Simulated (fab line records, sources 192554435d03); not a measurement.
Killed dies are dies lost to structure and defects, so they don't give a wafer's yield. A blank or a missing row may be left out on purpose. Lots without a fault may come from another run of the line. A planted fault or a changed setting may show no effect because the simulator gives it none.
fab line records | flow n5_finfet
record lots=24 wafers=72 last_day=17
route steps=1938 shown BEOL_M11@1558 BEOL_M12@1614 BEOL_M14@1747
lots that met no fault: from a run of the same line without faults
start_h: hours from the record's first day to the start of the lot's first wafer shown | wait_h: hours since the lot's step before | " the same as in the row above | L1.1+2: a row that stands for several wafers | - no value, or no start given | * or withheld: withheld | < > ~ a bound
route shown NAME@n: a module of which the file shows steps, and the number in the route of the first | usual: mean/standard deviation of fault-free wafers | same: alike in all rows | chamber/n: place in a boat | sites: the reading at each site | _std_site: their standard deviation | _edge_site: outer sites' mean less inner sites' | radius_mm: how far each site lies from the wafer's centre | mask NAME#n: copy n | behind: the tool/chamber that last shaped the wafer | hold: why the lot was held/for how many hours/how that ended | device: the transistor (n, p or np) that didn't switch | end of line: the same wafers' tests at the end of the route | a step without rows: its recipe alone | killed: dies lost to structure and defects at the first sort, not the wafer's yield | map: a wafer's dies, x killed, . not, _ none there
set.NAME: the setting as run; set.NAME@STEP: as run at that earlier step | model.NAME: the simulator's own value behind a step, which no gauge read
steps of the route over a sample of lots; a table a step, a row a wafer
services: from which hour (start_h, from the record's first day; less than 0 if before it) a tool's chamber was out of use, for how many hours, and why
## steps
# step N5_BEOL_M11_STRIP_19
# recipe chemistry=O2 power_w=400 temp_c=40 pressure_mtorr=30 rf_frequency_hz=6e+07 bias_power_w=0 overash_fraction=0.2 o2_flow_sccm=225
# usual drypump_motor_current_A=5.8/0.38 oes_product_au=0.79/0.066 rf_vpp_V=3.7/0.6 showerhead_plenum_p_Torr=2.12/0.075 throttle_valve_pct=16.66/0.18
# columns lot.wafer tool chamber start_h wait_h drypump_motor_current_A oes_product_au rf_hours_counter_h rf_vpp_V showerhead_plenum_p_Torr throttle_valve_pct
L074.2 rie_diel-05 3 231.57 0.2 6.2 0.71 239 4.4 2.14 16.68
L074.3 " 1 " " 6.1 0.78 125 3.7 2.03 16.77
L074.5 " 2 " " 5.3 0.78 - 3.7 2.11 16.89
L076.1 rie_diel-01 1 234.98 0.1 6.3 0.82 82 2.9 2.02 16.31
L076.2 " 3 " " 6.0 0.76 170 2.6 2.09 16.61
L076.5 " 3 " " 6.0 0.75 - 3.3 2.09 16.63
L075.2 rie_diel-05 2 242.48 0.1 5.3 0.78 127 3.6 2.11 16.89
L075.3 " 3 " " 6.2 0.70 242 4.4 2.14 16.71
L075.4 " 1 " " 6.1 0.77 128 4.0 2.03 16.80
L078.2 rie_diel-04 0 251.25 0.1 5.1 0.75 178 3.6 2.08 16.63
L078.3 " 1 " " 5.8 0.84 72 3.7 2.21 16.67
L078.6 " 0 " " 5.1 0.75 - 3.2 2.08 16.62
L077.1 rie_diel-05 0 251.50 0.1 5.9 0.90 30 4.6 2.15 16.64
L077.2 " 1 " " 6.1 0.77 130 3.0 2.02 16.79
L077.3 " 2 " " 5.3 0.77 130 2.7 2.11 16.88
L079.1 rie_diel-01 2 260.23 0.1 5.1 0.78 134 3.8 2.03 16.85
L079.4 " 0 " " 6.1 0.72 208 3.1 2.17 16.72
L079.5 " 1 " " 6.3 0.82 - 4.7 2.02 16.33
L080.2 rie_diel-04 1 265.72 0.2 5.8 0.82 77 3.4 2.21 16.69
L080.3 " 0 " " 5.1 0.74 183 3.0 2.08 16.61
L080.6 " 1 " " 5.8 0.82 - 3.8 2.21 16.68
L081.1 rie_diel-05 2 276.26 0.2 5.3 0.77 135 4.5 2.11 16.90
L081.3 " 0 " " 5.9 0.88 37 3.0 2.15 16.66
L081.6 " 1 " " 6.1 0.75 - 4.1 2.02 16.80
L083.1 rie_diel-04 1 282.65 0.1 5.9 0.82 82 4.2 2.21 16.67
L083.2 " 0 " " 5.1 0.73 189 3.6 2.08 16.63
L083.6 " 2 " " 5.6 0.87 - 3.3 2.22 16.32
L082.2 rie_diel-05 1 282.80 0.1 6.1 0.75 140 3.9 2.02 16.81
L082.3 " 0 " " 5.9 0.89 40 4.2 2.15 16.65
L082.5 " 1 " " 6.1 0.76 - 3.8 2.02 16.82
L084.2 rie_diel-05 2 288.86 0.1 5.3 0.76 141 2.6 2.10 16.92
L084.3 " 1 " " 6.1 0.75 143 2.9 2.02 16.82
L084.6 " 2 " " 5.3 0.76 - 4.2 2.10 16.92
L085.1 rie_diel-04 1 310.07 0.2 5.8 0.81 90 4.1 2.21 16.71
L085.2 " 2 " " 5.6 0.87 46 3.2 2.22 16.32
L085.3 " 3 " " 5.7 0.87 39 2.9 2.24 16.58
L086.3 rie_diel-05 0 310.28 0.1 5.9 0.87 52 4.1 2.14 16.68
L086.5 " 0 " " 5.9 0.86 - 3.8 2.14 16.69
L086.6 " 1 " " 6.1 0.74 - 3.7 2.02 16.83
L088.1 rie_diel-04 0 313.16 0.3 5.1 0.72 197 2.8 2.08 16.67
L088.4 " 2 " " 5.6 0.86 47 3.4 2.22 16.34
L088.5 " 2 " " 5.6 0.85 - 3.9 2.22 16.34
L087.3 rie_diel-01 2 316.71 0.1 5.2 0.76 150 2.2 2.03 16.88
L087.4 " 3 " " 6.0 0.74 196 3.4 2.08 16.65
L087.5 " 3 " " 6.0 0.74 - 5.6 2.08 16.67
L091.2 rie_diel-04 3 316.82 0.1 5.7 0.86 42 3.1 2.24 16.60
L091.3 " 2 " " 5.5 0.85 48 4.3 2.22 16.36
L091.6 " 0 " " 5.1 0.72 - 2.5 2.08 16.67
L090.3 rie_diel-01 1 321.67 0.1 6.3 0.78 111 3.5 2.01 16.37
L090.4 " 3 " " 6.0 0.74 198 3.6 2.08 16.67
L090.5 " 0 " " 6.0 0.71 - 3.1 2.16 16.74
L089.1 rie_diel-05 1 325.38 0.3 6.1 0.74 156 4.4 2.02 16.84
L089.2 " 3 " " 6.2 0.96 6 3.7 2.13 16.25
L089.6 " 1 " " 6.1 0.74 - 4.2 2.02 16.86
L092.1 rie_diel-01 2 346.36 0.2 5.1 0.75 156 3.3 2.02 16.88
L092.2 " 0 " " 6.1 0.70 236 4.1 2.16 16.74
L092.5 " 0 " " 6.1 0.70 - 3.6 2.16 16.74
L094.1 rie_diel-04 2 346.44 0.1 5.6 0.86 57 3.2 2.21 16.37
L094.2 " 1 " " 5.8 0.79 102 3.1 2.20 16.74
L094.4 " 2 " " 5.6 0.86 - 4.2 2.21 16.35
L095.1 rie_diel-05 1 351.51 0.1 6.1 0.74 163 4.6 2.01 16.87
L095.3 " 0 " " 5.9 0.85 65 3.5 2.14 16.70
L095.6 " 3 " " 6.2 0.95 - 3.3 2.13 16.28
L093.1 rie_diel-01 3 351.93 0.2 6.0 0.73 208 3.7 2.08 16.67
L093.2 " 2 " " 5.2 0.75 158 2.6 2.02 16.87
L093.5 " 1 " " 6.3 0.77 - 3.0 2.01 16.39
L097.1 rie_diel-04 3 365.07 0.1 5.7 0.82 56 3.3 2.24 16.61
L097.4 " 0 " " 5.1 0.72 209 4.4 2.07 16.69
L097.6 " 1 " " 5.8 0.79 - 2.8 2.20 16.74
L096.2 rie_diel-04 2 366.11 0.1 5.6 0.84 64 3.4 2.21 16.37
L096.5 " 1 " " 5.8 0.80 - 4.0 2.20 16.77
L096.6 " 0 " " 5.1 0.73 - 4.0 2.07 16.70
# step N5_BEOL_M11_ANNEAL_51
# recipe temp_c=225 time_s=90 ambient=N2
# usual wafer_temp_C_max=226.05/0.24
# same time_s=90
# columns lot.wafer tool chamber start_h wait_h wafer_temp_C_max
L074.2 rtp_anneal-01 0 236.27 0.2 225.88
L074.3 " 0 " " 226.30
L074.5 " 0 " " 226.28
L076.1 rtp_anneal-02 0 239.44 0.4 225.75
L076.2 " 0 " " 225.66
L076.5 " 0 " " 225.72
L075.2 rtp_anneal-02 0 247.18 0.2 225.46
L075.3 " 0 " " 225.83
L075.4 " 0 " " 225.99
L077.1 rtp_anneal-01 0 255.48 0.2 226.15
L077.2 " 0 " " 225.95
L077.3 " 0 " " 226.04
L078.2 rtp_anneal-01 0 256.60 0.5 226.28
L078.3 " 0 " " 226.40
L078.6 " 0 " " 226.45
L079.1 rtp_anneal-02 0 266.07 0.1 226.18
L079.4 " 0 " " 226.21
L079.5 " 0 " " 226.48
L080.2 rtp_anneal-02 0 271.96 0.1 225.79
L080.3 " 0 " " 225.98
L080.6 " 0 " " 226.23
L081.1 rtp_anneal-02 0 279.34 0.4 226.02
L081.3 " 0 " " 225.89
L081.6 " 0 " " 225.98
L083.1 rtp_anneal-02 0 285.50 0.1 226.04
L083.2 " 0 " " 225.90
L083.6 " 0 " " 226.29
L082.2 rtp_anneal-02 0 286.35 0.7 226.12
L082.3 " 0 " " 226.22
L082.5 " 0 " " 226.37
L084.2 rtp_anneal-01 0 294.87 0.2 226.33
L084.3 " 0 " " 226.05
L084.6 " 0 " " 225.95
L085.1 rtp_anneal-02 0 316.21 0.3 226.30
L085.2 " 0 " " 226.13
L085.3 " 0 " " 226.25
L086.3 rtp_anneal-01 0 316.72 0.7 225.82
L086.5 " 0 " " 225.77
L086.6 " 0 " " 226.26
L088.1 rtp_anneal-02 0 318.21 1.0 225.89
L088.4 " 0 " " 226.48
L088.5 " 0 " " 226.19
L087.3 rtp_anneal-02 0 321.40 0.1 226.22
L087.4 " 0 " " 225.82
L087.5 " 0 " " 225.68
L091.2 rtp_anneal-01 0 321.54 0.1 226.00
L091.3 " 0 " " 226.49
L091.6 " 0 " " 226.61
L090.3 rtp_anneal-02 0 329.70 0.1 226.05
L090.4 " 0 " " 225.83
L090.5 " 0 " " 225.89
L089.1 rtp_anneal-01 0 331.23 0.9 226.24
L089.2 " 0 " " 226.06
L089.6 " 0 " " 226.35
L094.1 rtp_anneal-02 0 351.93 0.1 225.94
L094.2 " 0 " " 226.66
L094.4 " 0 " " 225.97
L092.1 rtp_anneal-02 0 352.74 0.2 225.77
L092.2 " 0 " " 226.15
L092.5 " 0 " " 225.79
L093.1 rtp_anneal-02 0 357.32 0.2 225.94
L093.2 " 0 " " 226.20
L093.5 " 0 " " 226.02
L095.1 rtp_anneal-02 0 357.59 0.1 225.61
L095.3 " 0 " " 226.05
L095.6 " 0 " " 225.95
L097.1 rtp_anneal-02 0 368.89 0.3 225.88
L097.4 " 0 " " 225.55
L097.6 " 0 " " 226.10
L096.2 rtp_anneal-02 0 370.71 0.2 225.85
L096.5 " 0 " " 225.62
L096.6 " 0 " " 225.90
# step N5_BEOL_M12_INSPECT_12
# recipe mode=adi inspect_instrument=macro
# usual raw_defect_count=1.8/1.4
# columns lot.wafer tool chamber start_h wait_h raw_defect_count
L074.2 defect_inspect-02 - 237.67 0.0 2
L074.3 " - " " 1
L074.5 " - " " 0
L076.1 defect_inspect-02 - 240.83 0.0 2
L076.2 " - " " 1
L076.5 " - " " 3
L075.2 defect_inspect-02 - 248.53 0.0 2
L075.3 " - " " 1
L075.4 " - " " 1
L077.1 defect_inspect-02 - 257.34 0.0 6
L077.2 " - " " 0
L077.3 " - " " 4
L078.2 defect_inspect-02 - 257.95 0.0 4
L078.3 " - " " 1
L078.6 " - " " 4
L079.1 defect_inspect-01 - 267.34 0.0 4
L079.4 " - " " 4
L079.5 " - " " 1
L080.2 defect_inspect-02 - 273.19 0.0 0
L080.3 " - " " 1
L080.6 " - " " 2
L081.1 defect_inspect-02 - 280.60 0.0 1
L081.3 " - " " 3
L081.6 " - " " 4
L083.1 defect_inspect-01 - 286.89 0.0 0
L083.2 " - " " 1
L083.6 " - " " 0
L082.2 defect_inspect-01 - 287.64 0.0 1
L082.3 " - " " 0
L082.5 " - " " 1
L084.2 defect_inspect-01 - 296.27 0.0 2
L084.3 " - " " 1
L084.6 " - " " 1
L085.1 defect_inspect-01 - 317.89 0.0 1
L085.2 " - " " 0
L085.3 " - " " 1
L086.3 defect_inspect-02 - 318.34 0.0 2
L086.5 " - " " 0
L086.6 " - " " 1
L088.1 defect_inspect-01 - 319.75 0.0 1
L088.4 " - " " 4
L088.5 " - " " 0
L087.3 defect_inspect-01 - 322.61 0.0 1
L087.4 " - " " 1
L087.5 " - " " 2
L091.2 defect_inspect-02 - 322.84 0.0 0
L091.3 " - " " 2
L091.6 " - " " 1
L090.3 defect_inspect-02 - 330.92 0.0 1
L090.4 " - " " 1
L090.5 " - " " 0
L089.1 defect_inspect-01 - 332.66 0.0 2
L089.2 " - " " 2
L089.6 " - " " 1
L094.1 defect_inspect-02 - 353.35 0.0 4
L094.2 " - " " 2
L094.4 " - " " 0
L092.1 defect_inspect-01 - 354.14 0.0 2
L092.2 " - " " 0
L092.5 " - " " 2
L093.1 defect_inspect-01 - 358.60 0.0 1
L093.2 " - " " 1
L093.5 " - " " 2
L095.1 defect_inspect-02 - 359.00 0.0 2
L095.3 " - " " 3
L095.6 " - " " 1
L097.1 defect_inspect-01 - 370.16 0.0 2
L097.4 " - " " 1
L097.6 " - " " 0
L096.2 defect_inspect-01 - 372.07 0.0 2
L096.5 " - " " 3
L096.6 " - " " 0
# step N5_BEOL_M12_OVL_MEAS_29
# recipe points_per_wafer=44
# usual M12_OVL=7/5.8
# same points_per_wafer=44
# columns lot.wafer tool chamber start_h wait_h M12_OVL[nm]
L074.2 overlay-01 0 238.78 0.0 11
L074.3 " 0 " " 7
L074.5 " 0 " " 8
L076.1 overlay-02 0 241.84 0.0 17
L076.2 " 0 " " 24
L076.5 " 0 " " 14
L075.2 overlay-02 0 249.41 0.0 -8
L075.3 " 0 " " -3
L075.4 " 0 " " -5
L077.1 overlay-02 0 258.23 0.0 3
L077.2 " 0 " " 3
L077.3 " 0 " " 5
L078.2 overlay-01 0 259.09 0.0 9
L078.3 " 0 " " 12
L078.6 " 0 " " 17
L079.1 overlay-01 0 268.35 0.0 -2
L079.4 " 0 " " 3
L079.5 " 0 " " -3
L080.2 overlay-01 0 274.21 0.0 11
L080.3 " 0 " " 7
L080.6 " 0 " " 8
L081.1 overlay-02 0 281.61 0.0 1
L081.3 " 0 " " 3
L081.6 " 0 " " 6
L083.1 overlay-02 0 287.78 0.0 9
L083.2 " 0 " " 14
L083.6 " 0 " " 14
L082.2 overlay-01 0 288.77 0.0 6
L082.3 " 0 " " 3
L082.5 " 0 " " 0
L084.2 overlay-01 0 297.18 0.0 6
L084.3 " 0 " " 9
L084.6 " 0 " " 11
L085.1 overlay-01 0 318.94 0.0 10
L085.2 " 0 " " 6
L085.3 " 0 " " 9
L086.3 overlay-02 0 319.39 0.0 0
L086.5 " 0 " " 6
L086.6 " 0 " " 4
L088.1 overlay-01 0 320.76 0.0 7
L088.4 " 0 " " 8
L088.5 " 0 " " 15
L087.3 overlay-01 0 323.71 0.0 8
L087.4 " 0 " " 19
L087.5 " 0 " " 9
L091.2 overlay-02 0 323.75 0.0 7
L091.3 " 0 " " 1
L091.6 " 0 " " 4
L090.3 overlay-01 0 331.97 0.0 6
L090.4 " 0 " " -1
L090.5 " 0 " " 4
L089.1 overlay-01 0 333.87 0.0 2
L089.2 " 0 " " 11
L089.6 " 0 " " 8
L094.1 overlay-02 0 354.62 0.0 5
L094.2 " 0 " " 4
L094.4 " 0 " " 6
L092.1 overlay-01 0 355.17 0.0 -1
L092.2 " 0 " " 3
L092.5 " 0 " " -4
L093.1 overlay-01 0 359.61 0.0 9
L093.2 " 0 " " -5
L093.5 " 0 " " 8
L095.1 overlay-01 0 359.90 0.0 11
L095.3 " 0 " " 12
L095.6 " 0 " " 8
L097.1 overlay-01 0 371.32 0.0 8
L097.4 " 0 " " 10
L097.6 " 0 " " 6
L096.2 overlay-01 0 373.74 0.0 3
L096.5 " 0 " " 8
L096.6 " 0 " " 9
# step N5_BEOL_M12_PRE_CLEAN_42
# recipe gas=H2/He time_s=30 temp_c=250
# usual heater_power_w=325/37
# same time_s=30
# columns lot.wafer tool chamber start_h wait_h heater_power_w
L076.1 pvd_sputter-01 - 243.31 0.0 353
L076.2 " - " " 317
L076.5 " - " " 316
L074.2 pvd_sputter-01 - 246.31 0.0 323
L074.3 " - " " 320
L074.5 " - " " 327
L075.2 pvd_sputter-01 - 251.09 0.0 322
L075.3 " - " " 357
L075.4 " - " " 329
L077.1 pvd_sputter-03 - 260.19 0.0 276
L077.2 " - " " 282
L077.3 " - " " 378
L078.2 pvd_sputter-02 - 265.44 0.0 381
L078.3 " - " " 293
L078.6 " - " " 376
L079.1 pvd_sputter-01 - 274.14 0.0 318
L079.4 " - " " 346
L079.5 " - " " 311
L080.2 pvd_sputter-01 - 275.86 0.0 326
L080.3 " - " " 346
L080.6 " - " " 316
L081.1 pvd_sputter-02 - 285.01 0.0 296
L081.3 " - " " 281
L081.6 " - " " 265
L083.1 pvd_sputter-03 - 293.39 0.0 270
L083.2 " - " " 274
L083.6 " - " " 284
L082.2 pvd_sputter-03 - 293.71 0.0 388
L082.3 " - " " 343
L082.5 " - " " 271
L084.2 pvd_sputter-02 - 298.85 0.0 380
L084.3 " - " " 358
L084.6 " - " " 289
L085.1 pvd_sputter-03 - 321.83 0.0 340
L085.2 " - " " 382
L085.3 " - " " 279
L086.3 pvd_sputter-02 - 321.85 0.0 288
L086.5 " - " " 267
L086.6 " - " " 358
L088.1 pvd_sputter-01 - 321.88 0.0 335
L088.4 " - " " 347
L088.5 " - " " 335
L091.2 pvd_sputter-02 - 325.29 0.0 265
L091.3 " - " " 381
L091.6 " - " " 380
L087.3 pvd_sputter-02 - 329.43 0.0 379
L087.4 " - " " 292
L087.5 " - " " 381
L090.3 pvd_sputter-02 - 334.35 0.0 285
L090.4 " - " " 380
L090.5 " - " " 274
L089.1 pvd_sputter-01 - 336.15 0.0 338
L089.2 " - " " 324
L089.6 " - " " 319
L094.1 pvd_sputter-02 - 357.71 0.0 270
L094.2 " - " " 286
L094.4 " - " " 354
L092.1 pvd_sputter-02 - 360.65 0.0 348
L092.2 " - " " 288
L092.5 " - " " 353
L093.1 pvd_sputter-02 - 361.17 0.0 288
L093.2 " - " " 271
L093.5 " - " " 276
L095.1 pvd_sputter-03 - 361.56 0.0 380
L095.3 " - " " 344
L095.6 " - " " 389
L097.1 pvd_sputter-01 - 373.80 0.0 329
L097.4 " - " " 329
L097.6 " - " " 345
L096.2 pvd_sputter-01 - 374.96 0.0 325
L096.5 " - " " 318
L096.6 " - " " 320
# step N5_BEOL_M14_OVL_MEAS_29
# recipe points_per_wafer=44
# usual M14_OVL=3/6.2
# same points_per_wafer=44
# columns lot.wafer tool chamber start_h wait_h M14_OVL[nm]
L076.1 overlay-01 0 251.17 0.0 11
L076.2 " 0 " " 10
L076.5 " 0 " " 14
L074.2 overlay-02 0 253.58 0.0 -2
L074.3 " 0 " " -4
L074.5 " 0 " " 6
L075.2 overlay-01 0 258.77 0.0 5
L075.3 " 0 " " 6
L075.4 " 0 " " 6
L077.1 overlay-02 0 271.05 0.0 -2
L077.2 " 0 " " 14
L077.3 " 0 " " 0
L078.2 overlay-01 0 273.97 0.0 -1
L078.3 " 0 " " 8
L078.6 " 0 " " 2
L079.1 overlay-01 0 281.20 0.0 -1
L079.4 " 0 " " -2
L079.5 " 0 " " 2
L080.2 overlay-02 0 284.94 0.0 1
L080.3 " 0 " " 10
L080.6 " 0 " " 6
L081.1 overlay-01 0 295.46 0.0 -2
L081.3 " 0 " " 0
L081.6 " 0 " " -7
L083.1 overlay-02 0 300.37 0.0 3
L083.2 " 0 " " 7
L083.6 " 0 " " 10
L082.2 overlay-02 0 301.49 0.0 5
L082.3 " 0 " " 11
L082.5 " 0 " " 7
L084.2 overlay-01 0 307.02 0.0 3
L084.3 " 0 " " 6
L084.6 " 0 " " 4
L085.1 overlay-02 0 332.50 0.0 6
L085.2 " 0 " " 10
L085.3 " 0 " " 3
L086.3 overlay-02 0 333.34 0.0 -9
L086.5 " 0 " " -5
L086.6 " 0 " " -14
L088.1 overlay-02 0 333.78 0.0 8
L088.4 " 0 " " 8
L088.5 " 0 " " 2
L091.2 overlay-02 0 334.32 0.0 6
L091.3 " 0 " " 5
L091.6 " 0 " " 5
L087.3 overlay-01 0 336.20 0.0 17
L087.4 " 0 " " -2
L087.5 " 0 " " 14
L090.3 overlay-02 0 342.53 0.0 -5
L090.4 " 0 " " 4
L090.5 " 0 " " -6
L089.1 overlay-01 0 345.75 0.0 4
L089.2 " 0 " " 1
L089.6 " 0 " " -2
L094.1 overlay-02 0 366.24 0.0 -10
L094.2 " 0 " " -6
L094.4 " 0 " " 0
L092.1 overlay-01 0 367.74 0.0 12
L092.2 " 0 " " -3
L092.5 " 0 " " 2
L095.1 overlay-02 0 370.90 0.0 -10
L095.3 " 0 " " 1
L095.6 " 0 " " -6
L093.1 overlay-01 0 371.20 0.0 4
L093.2 " 0 " " 0
L093.5 " 0 " " 0
L096.2 overlay-01 0 383.78 0.0 14
L096.5 " 0 " " 3
L096.6 " 0 " " 10
L097.1 overlay-02 0 384.84 0.0 -7
L097.4 " 0 " " -5
L097.6 " 0 " " -5
## services
# columns tool chamber start_h hours kind
rie_diel-05 - 216.89 0.8 repair
rie_diel-04 2 233.69 4.1 repair
rie_diel-04 2 252.40 19.3 repair
rie_diel-05 3 276.30 - clean
rie_diel-05 3 276.30 - consumable_replace:focus_ring
rie_diel-05 3 276.30 31.9 scheduled_down
rie_diel-05 3 276.30 31.9 vent_cycle
rie_diel-01 2 332.04 7.0 repair
rie_diel-04 0 346.38 11.2 repair
rie_diel-04 3 371.15 9.9 repair
## key
fault none
